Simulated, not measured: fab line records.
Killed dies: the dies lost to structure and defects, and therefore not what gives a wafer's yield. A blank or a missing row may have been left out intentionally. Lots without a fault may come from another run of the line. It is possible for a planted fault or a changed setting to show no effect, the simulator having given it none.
fab line records | flow n5_finfet
record lots=8 | wafers=24 | last_day=19
route steps=1938 shown FIN_SAQP@137 FIN_CUT@164 BEOL_M4@1111 PASSIVATION@1936
lots untouched by any fault: they come from a run of this same line in which no faults occurred
start_h: start of the lot's first displayed wafer, in hours after the record's first day | wait_h: hours since the lot's step before | " unchanged from the row above | L1.1+2: several wafers, shown together as one row | - no value present, or no start provided | * or withheld: withheld | < > ~ a bound
route shown NAME@n: names a module that has steps shown in the file, with the first one's number in the route | usual: average and standard deviation across the fault-free wafers | same: alike in all rows | chamber/n: place in a boat | sites: the reading at each site | _std_site: standard deviation across them | _edge_site: the outer-site mean with the inner-site mean subtracted | radius_mm: for every site, how far away it sits from the centre of the wafer | mask NAME#n: copy n | behind: the last tool/chamber to shape the wafer | hold: what put the lot on hold/how long, in hours/how the hold closed | device: transistor that didn't switch, given as n, p or np | end of line: tests run on the same wafers once the route is complete | a step given without rows: its recipe and nothing more | killed: dies lost to structure and defects at the first sort, not the wafer's yield | map: shows each die of a wafer: x if killed, . if not, _ if none is there
set.NAME: the run value of the setting; set.NAME@STEP: its run value at that earlier step | model.NAME: the simulator's own value behind a step, which no gauge read
one table for each step of the route and one row for each wafer, over a sample of lots
services: from which hour (start_h, from the record's first day; less than 0 if before it) a tool's chamber was out of use, for how many hours, and why
## steps
# step N5_FIN_SAQP_RECESS_71
# recipe chemistry=HF/NH3 | target=SiO2 | target_depth_a=30 | afs_cycles=1 | temp_c=30 | sublimation_temp_c=180 | sublimation_time_s=60
# usual drypump_motor_current_A=5.75/0.21 | foreline_p_Torr=0.1279/0.00042
lot.wafer | tool          | chamber | start_h | wait_h | drypump_motor_current_A | foreline_p_Torr
L517.1    | vapor_etch-01 | 0       | 31.35   | 0.0    | 5.83                    | 0.1276
L517.4    | "             | 0       | "       | "      | 5.85                    | 0.1276
L517.5    | "             | 0       | "       | "      | 5.86                    | 0.1272
L518.1    | vapor_etch-02 | 1       | 38.01   | 0.0    | 5.56                    | 0.1279
L518.5    | "             | 0       | "       | "      | 6.04                    | 0.1270
L518.6    | "             | 1       | "       | "      | 5.59                    | 0.1277
L520.2    | vapor_etch-01 | 0       | 49.40   | 0.1    | 5.85                    | 0.1279
L520.5    | "             | 1       | "       | "      | 5.56                    | 0.1279
L520.6    | "             | 0       | "       | "      | 5.86                    | 0.1279
L526.1    | vapor_etch-02 | 0       | 84.69   | 0.0    | 6.01                    | 0.1283
L526.2    | "             | 1       | "       | "      | 5.56                    | 0.1276
L526.5    | "             | 1       | "       | "      | 5.56                    | 0.1277
L531.1    | vapor_etch-01 | 0       | 116.78  | 0.0    | 5.85                    | 0.1285
L531.2    | "             | 1       | "       | "      | 5.54                    | 0.1276
L531.5    | "             | 1       | "       | "      | 5.53                    | 0.1278
L537.2    | vapor_etch-01 | 0       | 150.40  | 0.0    | 5.86                    | 0.1288
L537.5    | "             | 1       | "       | "      | 5.50                    | 0.1286
L537.6    | "             | 0       | "       | "      | 5.86                    | 0.1280
L538.1    | vapor_etch-01 | 0       | 156.54  | 0.0    | 5.85                    | 0.1268
L538.2    | "             | 1       | "       | "      | 5.55                    | 0.1283
L538.3    | "             | 0       | "       | "      | 5.86                    | 0.1275
L539.2    | vapor_etch-02 | 0       | 163.27  | 0.0    | 6.01                    | 0.1284
L539.4    | "             | 1       | "       | "      | 5.59                    | 0.1279
L539.6    | "             | 1       | "       | "      | 5.56                    | 0.1280
# step N5_FIN_SAQP_HM_OPEN_33
# recipe chemistry=CH3F/O2 | target=SiNx | mask_material=SiO2 | target_depth_a=494 | time_s=70.6 | pressure_mtorr=30 | source_w=395 | bias_w=73 | Ar_flow_sccm=150 | CH3F_flow_sccm=30 | O2_flow_sccm=20 | ion_energy_ev=120 | ends=cleared
# usual drypump_motor_current_A=5.9/0.37 | etch_rf_on_time_s=69.0/1.2 | oes_product_au=0.68/0.07 | rf_vpp_V=298.3/2.4 | showerhead_plenum_p_Torr=2.01/0.095 | throttle_valve_pct=16.27/0.19
lot.wafer | tool        | chamber | start_h | wait_h | drypump_motor_current_A | etch_rf_on_time_s | oes_product_au | rf_hours_counter_h | rf_vpp_V | showerhead_plenum_p_Torr | throttle_valve_pct
L517.1    | rie_diel-04 | 0       | 32.06   | 0.0    | 6.4                     | 68.1              | 0.58           | 261                | 292.1    | 1.89                     | 16.45
L517.4    | "           | 1       | "       | "      | 6.1                     | 69.0              | 0.66           | -                  | 293.6    | 1.91                     | 16.14
L517.5    | "           | 0       | "       | "      | 6.4                     | 69.5              | 0.58           | -                  | 290.7    | 1.89                     | 16.46
L518.1    | rie_diel-05 | 0       | 38.74   | 0.1    | 5.5                     | 68.5              | 0.69           | 116                | 300.5    | 2.09                     | 16.09
L518.5    | "           | 2       | "       | "      | 5.8                     | 70.2              | 0.59           | -                  | 296.1    | 1.90                     | 16.62
L518.6    | "           | 1       | "       | "      | 5.4                     | 69.3              | 0.68           | -                  | 298.3    | 1.86                     | 16.40
L520.2    | rie_diel-05 | 0       | 50.12   | 0.0    | 5.6                     | 67.8              | 0.68           | 120                | 301.7    | 2.09                     | 16.10
L520.5    | "           | 1       | "       | "      | 5.4                     | 68.1              | 0.69           | -                  | 297.0    | 1.86                     | 16.43
L520.6    | "           | 0       | "       | "      | 5.5                     | 69.3              | 0.68           | -                  | 300.9    | 2.09                     | 16.10
L526.1    | rie_diel-05 | 0       | 85.40   | 0.0    | 5.5                     | 68.3              | 0.68           | 131                | 301.5    | 2.09                     | 16.12
L526.2    | "           | 2       | "       | "      | 5.8                     | 70.3              | 0.58           | 242                | 296.0    | 1.90                     | 16.65
L526.5    | "           | 2       | "       | "      | 5.8                     | 71.3              | 0.58           | -                  | 296.7    | 1.90                     | 16.65
L531.1    | rie_diel-04 | 2       | 117.68  | 0.2    | 6.1                     | 68.4              | 0.77           | 35                 | 298.1    | 1.95                     | 16.39
L531.2    | "           | 0       | "       | "      | 6.3                     | 68.3              | 0.79           | 22                 | 298.1    | 2.13                     | 16.01
L531.5    | "           | 3       | "       | "      | 6.0                     | 68.7              | 0.64           | -                  | 300.5    | 1.98                     | 16.21
L537.2    | rie_diel-04 | 0       | 151.11  | 0.0    | 6.4                     | 68.0              | 0.77           | 34                 | 296.1    | 2.13                     | 16.03
L537.5    | "           | 3       | "       | "      | 6.0                     | 69.3              | 0.63           | -                  | 299.9    | 1.98                     | 16.23
L537.6    | "           | 0       | "       | "      | 6.4                     | 69.4              | 0.77           | -                  | 297.1    | 2.13                     | 16.05
L538.1    | rie_diel-04 | 0       | 157.26  | 0.0    | 6.4                     | 67.1              | 0.77           | 36                 | 298.2    | 2.13                     | 16.03
L538.2    | "           | 2       | "       | "      | 6.1                     | 69.2              | 0.75           | 48                 | 297.5    | 1.95                     | 16.42
L538.3    | "           | 1       | "       | "      | 6.1                     | 68.9              | 0.62           | 202                | 293.1    | 1.90                     | 16.22
L539.2    | rie_diel-05 | 3       | 164.00  | 0.0    | 6.3                     | 69.4              | 0.60           | 233                | 296.6    | 2.06                     | 16.56
L539.4    | "           | 0       | "       | "      | 5.6                     | 71.6              | 0.65           | 160                | 301.4    | 2.08                     | 16.17
L539.6    | "           | 1       | "       | "      | 5.4                     | 69.3              | 0.65           | -                  | 297.1    | 1.85                     | 16.48
# step N5_FIN_SAQP_FIN_ETCH_36
# recipe chemistry=HBr/Cl2/O2 | target_depth_a=1200 | mask_material=SiNx | time_s=50.4 | bias_w=102 | pressure_mtorr=10 | icp_w=800 | HBr_flow_sccm=150 | Cl2_flow_sccm=80 | O2_flow_sccm=12
# usual drypump_motor_current_A=5.6/0.6 | oes_product_au=0.996/0.018 | throttle_valve_pct=35.98/0.27
# same time_s=50.4
lot.wafer | tool      | chamber | start_h | wait_h | drypump_motor_current_A | oes_product_au | rf_hours_counter_h | throttle_valve_pct
L517.1    | rie_si-06 | 1       | 32.35   | 0.0    | 5.5                     | 0.997          | 31                 | 35.74
L517.4    | "         | 0       | "       | "      | 5.9                     | 0.990          | 117                | 36.48
L517.5    | "         | 0       | "       | "      | 5.9                     | 0.998          | -                  | 36.46
L518.1    | rie_si-06 | 2       | 39.02   | 0.0    | 4.9                     | 0.985          | 51                 | 36.22
L518.5    | "         | 3       | "       | "      | 5.6                     | 0.986          | -                  | 36.05
L518.6    | "         | 2       | "       | "      | 4.9                     | 0.995          | -                  | 36.22
L520.2    | rie_si-02 | 3       | 50.40   | 0.0    | 5.3                     | 1.005          | 49                 | 35.72
L520.5    | "         | 3       | "       | "      | 5.3                     | 1.014          | -                  | 35.73
L520.6    | "         | 2       | "       | "      | 6.2                     | 0.974          | -                  | 35.58
L526.1    | rie_si-02 | 1       | 85.69   | 0.0    | 4.6                     | 1.008          | 52                 | 35.84
L526.2    | "         | 2       | "       | "      | 6.2                     | 0.964          | 48                 | 35.58
L526.5    | "         | 3       | "       | "      | 5.3                     | 1.011          | -                  | 35.75
L531.1    | rie_si-02 | 3       | 117.97  | 0.0    | 5.3                     | 1.004          | 51                 | 35.74
L531.2    | "         | 2       | "       | "      | 6.2                     | 0.964          | 49                 | 35.58
L531.5    | "         | 0       | "       | "      | 5.6                     | 0.990          | -                  | 36.12
L537.2    | rie_si-05 | 2       | 151.40  | 0.0    | 5.3                     | 1.051          | 0                  | 36.03
L537.5    | "         | 3       | "       | "      | 6.8                     | 1.013          | -                  | 36.02
L537.6    | "         | 0       | "       | "      | 4.9                     | 1.002          | -                  | 36.07
L538.1    | rie_si-06 | 2       | 157.54  | 0.0    | 5.0                     | 0.991          | 53                 | 36.25
L538.2    | "         | 0       | "       | "      | 5.9                     | 0.994          | 119                | 36.49
L538.3    | "         | 3       | "       | "      | 5.6                     | 0.980          | 143                | 36.06
L539.2    | rie_si-06 | 2       | 164.28  | 0.0    | 4.9                     | 0.987          | 53                 | 36.24
L539.4    | "         | 0       | "       | "      | 5.9                     | 0.994          | -                  | 36.48
L539.6    | "         | 1       | "       | "      | 5.5                     | 0.988          | -                  | 35.75
# step N5_FIN_SAQP_INSPECT_40
# recipe inspect_instrument=brightfield | mode=aei
# usual raw_defect_count=224/66
lot.wafer | tool              | chamber | start_h | wait_h | raw_defect_count
L517.1    | defect_inspect-02 | -       | 32.59   | 0.0    | 148
L517.4    | "                 | -       | "       | "      | 201
L517.5    | "                 | -       | "       | "      | 255
L518.1    | defect_inspect-02 | -       | 39.27   | 0.0    | 287
L518.5    | "                 | -       | "       | "      | 249
L518.6    | "                 | -       | "       | "      | 201
L520.2    | defect_inspect-02 | -       | 50.65   | 0.0    | 162
L520.5    | "                 | -       | "       | "      | 239
L520.6    | "                 | -       | "       | "      | 185
L526.1    | defect_inspect-02 | -       | 85.95   | 0.0    | 207
L526.2    | "                 | -       | "       | "      | 180
L526.5    | "                 | -       | "       | "      | 165
L531.1    | defect_inspect-01 | -       | 118.22  | 0.0    | 185
L531.2    | "                 | -       | "       | "      | 159
L531.5    | "                 | -       | "       | "      | 977
L537.2    | defect_inspect-01 | -       | 151.65  | 0.0    | 188
L537.5    | "                 | -       | "       | "      | 204
L537.6    | "                 | -       | "       | "      | 151
L538.1    | defect_inspect-02 | -       | 157.79  | 0.0    | 434
L538.2    | "                 | -       | "       | "      | 355
L538.3    | "                 | -       | "       | "      | 327
L539.2    | defect_inspect-01 | -       | 164.53  | 0.0    | 320
L539.4    | "                 | -       | "       | "      | 225
L539.6    | "                 | -       | "       | "      | 195
# step N5_FIN_CUT_OVL_MEAS_09
# recipe points_per_wafer=522
# usual FIN_CUT_OVL=-0.6/0.65
lot.wafer | tool       | chamber | start_h | wait_h | FIN_CUT_OVL[nm]
L517.1    | overlay-02 | 0       | 32.93   | 0.0    | -1.4
L517.4    | "          | 0       | "       | "      | 0.3
L517.5    | "          | 0       | "       | "      | -0.6
L518.1    | overlay-02 | 0       | 39.60   | 0.0    | -0.7
L518.5    | "          | 0       | "       | "      | 0.4
L518.6    | "          | 0       | "       | "      | 0.4
L520.2    | overlay-02 | 0       | 50.99   | 0.0    | -0.5
L520.5    | "          | 0       | "       | "      | -0.8
L520.6    | "          | 0       | "       | "      | -0.9
L526.1    | overlay-01 | 0       | 86.40   | 0.0    | -1.2
L526.2    | "          | 0       | "       | "      | -0.4
L526.5    | "          | 0       | "       | "      | -0.5
L531.1    | overlay-02 | 0       | 118.67  | 0.0    | -0.8
L531.2    | "          | 0       | "       | "      | -1.4
L531.5    | "          | 0       | "       | "      | -0.5
L537.2    | overlay-02 | 0       | 151.99  | 0.0    | 0.6
L537.5    | "          | 0       | "       | "      | -1.4
L537.6    | "          | 0       | "       | "      | -0.3
L538.1    | overlay-01 | 0       | 158.14  | 0.0    | 0.0
L538.2    | "          | 0       | "       | "      | -0.1
L538.3    | "          | 0       | "       | "      | -0.1
L539.2    | overlay-01 | 0       | 164.87  | 0.0    | -1.2
L539.4    | "          | 0       | "       | "      | -1.4
L539.6    | "          | 0       | "       | "      | -0.9
# step N5_FIN_CUT_INSPECT_10
# recipe mode=adi | inspect_instrument=brightfield
# usual raw_defect_count=41/12
lot.wafer | tool              | chamber | start_h | wait_h | raw_defect_count
L517.1    | defect_inspect-02 | -       | 33.22   | 0.3    | 26
L517.4    | "                 | -       | "       | "      | 44
L517.5    | "                 | -       | "       | "      | 50
L518.1    | defect_inspect-02 | -       | 39.66   | 0.1    | 42
L518.5    | "                 | -       | "       | "      | 45
L518.6    | "                 | -       | "       | "      | 42
L520.2    | defect_inspect-02 | -       | 51.05   | 0.1    | 28
L520.5    | "                 | -       | "       | "      | 56
L520.6    | "                 | -       | "       | "      | 30
L526.1    | defect_inspect-02 | -       | 86.46   | 0.1    | 24
L526.2    | "                 | -       | "       | "      | 46
L526.5    | "                 | -       | "       | "      | 36
L531.1    | defect_inspect-01 | -       | 118.73  | 0.1    | 38
L531.2    | "                 | -       | "       | "      | 39
L531.5    | "                 | -       | "       | "      | 821
L537.2    | defect_inspect-02 | -       | 152.04  | 0.0    | 34
L537.5    | "                 | -       | "       | "      | 42
L537.6    | "                 | -       | "       | "      | 26
L538.1    | defect_inspect-01 | -       | 158.19  | 0.1    | 57
L538.2    | "                 | -       | "       | "      | 56
L538.3    | "                 | -       | "       | "      | 43
L539.2    | defect_inspect-02 | -       | 164.92  | 0.0    | 60
L539.4    | "                 | -       | "       | "      | 45
L539.6    | "                 | -       | "       | "      | 45
# step N5_FIN_CUT_INSPECT_17
# recipe inspect_instrument=brightfield | mode=aei
# usual raw_defect_count=225/69
lot.wafer | tool              | chamber | start_h | wait_h | raw_defect_count
L517.1    | defect_inspect-02 | -       | 34.17   | 0.0    | 168
L517.4    | "                 | -       | "       | "      | 208
L517.5    | "                 | -       | "       | "      | 239
L518.1    | defect_inspect-02 | -       | 40.64   | 0.0    | 293
L518.5    | "                 | -       | "       | "      | 254
L518.6    | "                 | -       | "       | "      | 206
L520.2    | defect_inspect-02 | -       | 52.11   | 0.0    | 168
L520.5    | "                 | -       | "       | "      | 240
L520.6    | "                 | -       | "       | "      | 186
L526.1    | defect_inspect-02 | -       | 87.48   | 0.0    | 205
L526.2    | "                 | -       | "       | "      | 182
L526.5    | "                 | -       | "       | "      | 179
L531.1    | defect_inspect-02 | -       | 119.75  | 0.0    | 219
L531.2    | "                 | -       | "       | "      | 173
L531.5    | "                 | -       | "       | "      | 1004
L537.2    | defect_inspect-01 | -       | 153.00  | 0.0    | 193
L537.5    | "                 | -       | "       | "      | 232
L537.6    | "                 | -       | "       | "      | 144
L538.1    | defect_inspect-02 | -       | 159.32  | 0.0    | 472
L538.2    | "                 | -       | "       | "      | 363
L538.3    | "                 | -       | "       | "      | 333
L539.2    | defect_inspect-01 | -       | 165.87  | 0.0    | 322
L539.4    | "                 | -       | "       | "      | 225
L539.6    | "                 | -       | "       | "      | 198
# step N5_BEOL_M4_RC_MEAS_101
# usual DIBL_N=35.9/1.3 | DIBL_P=35.9/1.5 | IOFF_N=0.152/0.023 | IOFF_P=0.204/0.027 | ION_N=673/9.2 | ION_P=462/6.7 | SS_N=71.4/0.48 | SS_P=73.2/0.55 | VT_N=250.3/2.6 | VT_P=-250.6/3
lot.wafer | tool      | chamber | start_h | wait_h | DIBL_N[mV/V] | DIBL_P[mV/V] | IOFF_N[nA/um] | IOFF_P[nA/um] | ION_N[uA/um] | ION_P[uA/um] | SS_N[mV/dec] | SS_P[mV/dec] | VT_N[mV] | VT_P[mV]
L517.1    | prober-01 | 0       | 186.74  | 0.0    | 35.9         | 36.2         | 0.177         | 0.208         | 682          | 458          | 71.3         | 73.9         | 246.9    | -250.4
L517.4    | "         | 0       | "       | "      | 35.3         | 35.8         | 0.163         | 0.198         | 679          | 459          | 71.8         | 73.7         | 248.9    | -251.5
L517.5    | "         | 0       | "       | "      | 34.9         | 36.1         | 0.159         | 0.204         | 676          | 464          | 70.8         | 73.1         | 248.7    | -252.7
L518.1    | prober-02 | 0       | 188.38  | 0.0    | 33.8         | 34.7         | 0.143         | 0.199         | 667          | 461          | 71.0         | 72.4         | 250.9    | -250.0
L518.5    | "         | 0       | "       | "      | 33.5         | 34.5         | 0.133         | 0.186         | 672          | 464          | 71.5         | 72.5         | 250.1    | -250.8
L518.6    | "         | 0       | "       | "      | 33.9         | 35.1         | 0.139         | 0.199         | 663          | 464          | 70.9         | 72.8         | 250.9    | -250.2
L520.2    | prober-01 | 0       | 213.20  | 0.2    | 36.6         | 36.6         | 0.135         | 0.175         | 670          | 456          | 71.2         | 72.8         | 253.0    | -253.4
L520.5    | "         | 0       | "       | "      | 35.3         | 34.7         | 0.122         | 0.159         | 676          | 453          | 70.6         | 72.6         | 253.1    | -254.0
L520.6    | "         | 0       | "       | "      | 37.3         | 38.1         | 0.162         | 0.214         | 685          | 469          | 71.8         | 73.6         | 251.9    | -250.3
L526.1    | prober-02 | 0       | 247.96  | 0.3    | 38.2         | 38.8         | 0.225         | 0.247         | 690          | 467          | 71.5         | 74.1         | 242.7    | -248.1
L526.2    | "         | 0       | "       | "      | 37.6         | 37.3         | 0.206         | 0.217         | 678          | 458          | 71.8         | 73.2         | 244.2    | -253.5
L526.5    | "         | 0       | "       | "      | 36.9         | 36.6         | 0.182         | 0.209         | 682          | 458          | 71.3         | 72.6         | 246.1    | -251.4
L531.1    | prober-02 | 0       | 278.09  | 0.0    | 37.4         | 34.7         | 0.139         | 0.161         | 679          | 457          | 71.0         | 72.6         | 251.0    | -255.2
L531.2    | "         | 0       | "       | "      | 39.0         | 36.7         | 0.163         | 0.193         | 689          | 463          | 71.4         | 73.7         | 248.7    | -253.3
L531.5    | "         | 0       | "       | "      | 36.4         | 33.5         | 0.121         | 0.149         | 669          | 452          | 71.3         | 72.6         | 252.4    | -252.7
L537.2    | prober-02 | 0       | 313.59  | 0.2    | 35.1         | 35.8         | 0.128         | 0.167         | 669          | 455          | 71.1         | 73.3         | 255.3    | -254.2
L537.5    | "         | 0       | "       | "      | 35.0         | 36.8         | 0.132         | 0.175         | 668          | 454          | 71.7         | 73.4         | 253.2    | -253.3
L537.6    | "         | 0       | "       | "      | 35.1         | 36.6         | 0.138         | 0.171         | 672          | 456          | 71.8         | 73.2         | 252.9    | -257.5
L538.1    | prober-01 | 0       | 331.94  | 0.0    | 41.0         | 40.4         | 0.248         | 0.306         | 686          | 469          | 72.2         | 74.8         | 245.1    | -245.4
L538.2    | "         | 0       | "       | "      | 37.6         | 35.8         | 0.157         | 0.216         | 667          | 459          | 72.2         | 73.7         | 251.9    | -252.3
L538.3    | "         | 0       | "       | "      | 38.4         | 36.5         | 0.177         | 0.238         | 669          | 455          | 71.4         | 74.4         | 249.1    | -249.1
L539.2    | prober-02 | 0       | 334.79  | 0.2    | 35.3         | 34.3         | 0.134         | 0.219         | 657          | 466          | 71.6         | 73.2         | 252.8    | -247.0
L539.4    | "         | 0       | "       | "      | 35.2         | 34.4         | 0.130         | 0.216         | 667          | 471          | 71.4         | 72.1         | 249.9    | -247.9
L539.6    | "         | 0       | "       | "      | 35.9         | 35.3         | 0.146         | 0.240         | 678          | 477          | 71.1         | 73.7         | 251.0    | -244.7
# step N5_PASSIVATION_PROBE_49
# usual defect_limited_yield=91.0/1.5 | killed_at_M0_to_M3=37/12 | killed_at_M4_up=13/5 | killed_at_contacts=13/6.1 | killed_at_front_end=39/11 | killed_at_other=4/3.2 | killed_dies=106/17 | killed_open=69/12 | killed_short=35/7.9 | sort_bin_4_leakage=0.00/0.007 | sort_bin_5_function=5.3/1 | sort_bin_6_memory=3.3/0.68 | sort_n_pass=1074/17 | sort_yield_pct=91.0/1.5
# same gross_dies=1180 | killed_at_back_side=0 | sort_bin_8_speed[%]=0
lot.wafer | tool      | chamber | start_h | wait_h | defect_limited_yield[%] | killed_at_M0_to_M3 | killed_at_M4_up | killed_at_contacts | killed_at_front_end | killed_at_other | killed_dies | killed_open | killed_short | sort_bin_4_leakage[%] | sort_bin_5_function[%] | sort_bin_6_memory[%] | sort_n_pass | sort_yield_pct[%]
L517.1    | prober-02 | -       | 292.11  | 0.0    | 91.9                    | 31                 | 14              | 9                  | 38                  | 4               | 96          | 61          | 30           | 0                     | 4.4                    | 3.1                  | 1084        | 91.9
L517.4    | prober-02 | -       | 292.26  | 0.2    | 91.5                    | 31                 | 14              | 7                  | 41                  | 7               | 100         | 70          | 29           | 0                     | 5.2                    | 3.1                  | 1080        | 91.5
L517.5    | prober-02 | -       | 292.31  | 0.2    | 89.5                    | 47                 | 6               | 14                 | 54                  | 3               | 124         | 79          | 44           | 0                     | 5.2                    | 4.7                  | 1056        | 89.5
L520.2    | prober-01 | -       | 327.99  | 0.1    | 89.7                    | 27                 | 16              | 30                 | 48                  | 0               | 121         | 76          | 43           | 0                     | 6.4                    | 3.4                  | 1059        | 89.7
L520.5    | prober-01 | -       | 328.14  | 0.2    | 88.5                    | 37                 | 15              | 36                 | 43                  | 5               | 136         | 87          | 48           | 0                     | 7.2                    | 3.7                  | 1044        | 88.5
L520.6    | prober-01 | -       | 328.19  | 0.3    | 89.2                    | 33                 | 11              | 21                 | 61                  | 1               | 127         | 86          | 39           | 0                     | 6.5                    | 3.7                  | 1053        | 89.2
L531.1    | prober-01 | -       | 390.37  | 0.0    | 88.6                    | 56                 | 16              | 8                  | 45                  | 9               | 134         | 79          | 52           | 0                     | 7.0                    | 3.7                  | 1046        | 88.6
L531.2    | prober-01 | -       | 390.42  | 0.1    | 91.0                    | 34                 | 16              | 14                 | 35                  | 7               | 106         | 65          | 39           | 0                     | 5.2                    | 3.6                  | 1074        | 91.0
L531.5    | prober-01 | -       | 390.57  | 0.2    | 80.2                    | 37                 | 14              | 9                  | 169                 | 5               | 234         | 61          | 37           | 0                     | 12.7                   | 5.0                  | 946         | 80.2
L537.2    | prober-02 | -       | 426.34  | 0.1    | 89.3                    | 40                 | 16              | 22                 | 45                  | 3               | 126         | 100         | 25           | 0                     | 6.8                    | 3.9                  | 1054        | 89.3
L537.5    | prober-02 | -       | 426.49  | 0.2    | 91.8                    | 32                 | 13              | 21                 | 29                  | 2               | 97          | 71          | 23           | 0                     | 5.0                    | 3.1                  | 1083        | 91.8
L537.6    | prober-02 | -       | 426.54  | 0.3    | 92.4                    | 31                 | 6               | 19                 | 33                  | 1               | 90          | 59          | 31           | 0                     | 4.7                    | 2.8                  | 1090        | 92.4
# killed by level:class
L517.1 STI_FIN_REVEAL:geometric_particle:open=13 MOL_CONTACT_COAG:geometric_particle:open=8 BEOL_M0_SAQP:geometric_particle:open=8 FIN_SAQP:geometric_particle:open=7 BEOL_M0_SAQP:geometric_particle:short=7 BEOL_M4:geometric_particle:open=6 BEOL_M3:geometric_particle:open=5 BEOL_M4:geometric_particle:short=4
L517.4 STI_FIN_REVEAL:geometric_particle:open=13 FIN_SAQP:geometric_particle:open=8 BEOL_M0_SAQP:geometric_particle:open=7 BEOL_M0_SAQP:geometric_particle:short=6 MOL_CONTACT_COAG:geometric_particle:open=5 BEOL_M0:geometric_particle:open=5 BEOL_M2:geometric_particle:open=5 GATE_CUT:geometric_particle:short=4
L517.5 STI_FIN_REVEAL:geometric_particle:open=14 MOL_CONTACT_COAG:geometric_particle:open=12 BEOL_M0_SAQP:geometric_particle:open=10 BEOL_M0_SAQP:geometric_particle:short=9 FIN_SAQP:geometric_particle:open=8 FIN_SAQP:geometric_particle:short=8 GATE_CUT:geometric_particle:short=8 BEOL_M2:geometric_particle:open=7
L520.2 MOL_CONTACT_COAG:geometric_particle:open=22 STI_FIN_REVEAL:geometric_particle:open=18 FIN_SAQP:geometric_particle:short=8 MOL_CONTACT_COAG:geometric_particle:short=8 BEOL_M0_SAQP:geometric_particle:short=8 BEOL_M0_SAQP:geometric_particle:open=7 GATE_CUT:geometric_particle:short=5 BEOL_M2:geometric_particle:open=5
L520.5 MOL_CONTACT_COAG:geometric_particle:open=29 STI_FIN_REVEAL:geometric_particle:open=11 BEOL_M0_SAQP:geometric_particle:short=11 BEOL_M0_SAQP:geometric_particle:open=10 FIN_SAQP:geometric_particle:short=7 MOL_CONTACT_COAG:geometric_particle:short=7 BEOL_M3:geometric_particle:open=7 BEOL_M4:geometric_particle:open=7
L520.6 STI_FIN_REVEAL:geometric_particle:open=17 MOL_CONTACT_COAG:geometric_particle:open=14 FIN_SAQP:geometric_particle:open=13 BEOL_M0_SAQP:geometric_particle:open=10 BEOL_M0_SAQP:geometric_particle:short=9 FIN_SAQP:geometric_particle:short=7 MOL_CONTACT_COAG:geometric_particle:short=7 GATE_CUT:geometric_particle:short=6
L531.1 FIN_SAQP:geometric_particle:open=14 BEOL_M2:geometric_particle:open=14 BEOL_M0_SAQP:geometric_particle:short=13 FIN_SAQP:geometric_particle:short=9 BEOL_M0_SAQP:geometric_particle:open=9 BEOL_M3:geometric_particle:open=8 STI_FIN_REVEAL:geometric_particle:open=5 BEOL_M0:geometric_particle:short=5
L531.2 MOL_CONTACT_COAG:geometric_particle:open=13 BEOL_M0_SAQP:geometric_particle:short=10 FIN_SAQP:geometric_particle:short=7 STI_FIN_REVEAL:geometric_particle:open=6 GATE_CUT:geometric_particle:short=6 BEOL_M1:geometric_particle:open=6 BEOL_M4:geometric_particle:open=6 ILD0:geometric_particle:open=5
L531.5 FIN_SAQP:unspecified=133 FIN_SAQP:geometric_particle:short=12 BEOL_M2:geometric_particle:open=11 MOL_CONTACT_COAG:geometric_particle:open=7 BEOL_M0_SAQP:geometric_particle:open=7 BEOL_M1:geometric_particle:open=7 FIN_SAQP:geometric_particle:open=5 BEOL_M4:geometric_particle:short=4
L537.2 MOL_CONTACT_COAG:geometric_particle:open=19 FIN_SAQP:geometric_particle:open=16 STI_FIN_REVEAL:geometric_particle:open=12 BEOL_M2:geometric_particle:open=12 BEOL_M0_SAQP:geometric_particle:open=7 DUMMY_GATE:geometric_particle:open=5 BEOL_M1:geometric_particle:open=5 BEOL_M3:geometric_particle:open=5
L537.5 MOL_CONTACT_COAG:geometric_particle:open=19 FIN_SAQP:geometric_particle:open=9 BEOL_M2:geometric_particle:open=8 BEOL_M3:geometric_particle:open=6 GATE_CUT:geometric_particle:short=5 STI_FIN_REVEAL:geometric_particle:open=4 BEOL_M0_SAQP:geometric_particle:open=4 BEOL_M4:geometric_particle:open=4
L537.6 MOL_CONTACT_COAG:geometric_particle:open=15 FIN_SAQP:geometric_particle:open=10 BEOL_M2:geometric_particle:open=9 FIN_SAQP:geometric_particle:short=6 BEOL_M2:geometric_particle:short=6 BEOL_M0_SAQP:geometric_particle:short=5 BEOL_M0_SAQP:geometric_particle:open=5 GATE_CUT:geometric_particle:short=4
## services
tool          | chamber | start_h | hours | kind
rie_diel-05   | 3       | 33.07   | 9.2   | repair
rie_diel-04   | 0       | 35.14   | -     | clean
rie_diel-04   | 0       | 35.14   | -     | consumable_replace:focus_ring
rie_diel-04   | 0       | 35.14   | -     | consumable_replace:showerhead
rie_diel-04   | 0       | 35.14   | 17.0  | scheduled_down
rie_diel-04   | 0       | 35.14   | 17.0  | vent_cycle
rie_si-06     | 1       | 46.23   | 16.6  | repair
vapor_etch-01 | -       | 49.77   | 1.6   | repair
rie_si-06     | 3       | 59.53   | 1.7   | repair
rie_diel-05   | 2       | 60.80   | 8.2   | repair
rie_si-05     | 1       | 72.60   | 3.6   | repair
rie_si-06     | 2       | 75.11   | 39.6  | repair
rie_si-06     | -       | 98.32   | 4.3   | pm
rie_si-06     | 3       | 106.99  | 3.7   | repair
rie_diel-05   | 2       | 108.52  | -     | clean
rie_diel-05   | 2       | 108.52  | -     | consumable_replace:focus_ring
rie_diel-05   | 2       | 108.52  | -     | consumable_replace:showerhead
rie_diel-05   | 2       | 108.52  | 29.3  | scheduled_down
rie_diel-05   | 2       | 108.52  | 29.3  | vent_cycle
rie_si-05     | 2       | 125.20  | -     | clean
rie_si-05     | 2       | 125.20  | 13.7  | scheduled_down
rie_si-06     | -       | 137.70  | 14.6  | pm
rie_si-06     | -       | 158.76  | 0.3   | repair
rie_si-06     | 3       | 163.21  | 1.5   | repair
## key
first_sign step=N5_FIN_SAQP_INSPECT_40 | reading=raw_defect_count | direction=up | sigmas=11 | usual=224 | struck=977
effect step=N5_FIN_CUT_INSPECT_10 | reading=raw_defect_count | direction=up | sigmas=63 | usual=41 | struck=821
effect step=N5_FIN_CUT_INSPECT_17 | reading=raw_defect_count | direction=up | sigmas=11 | usual=225 | struck=1004
effect step=N5_PASSIVATION_PROBE_49 | reading=killed_at_front_end | direction=up | sigmas=12 | usual=39 | struck=169
more_kills_born_at N5_FIN_SAQP_FIN_ETCH_36@rie_si-02=133
met_at N5_FIN_SAQP_FIN_ETCH_36
struck_lots L531
struck_wafers L531.5
not_acting_at N5_FIN_SAQP_RECESS_71,N5_FIN_SAQP_HM_OPEN_33,N5_FIN_CUT_OVL_MEAS_09
fault kind=chamber_particle_source | tool=rie_si-02 | chamber=0 | onset_h=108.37 | steps=N5_FIN_SAQP_FIN_ETCH_36 | rate_per_visit_cm2=1.2573 | end_h=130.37
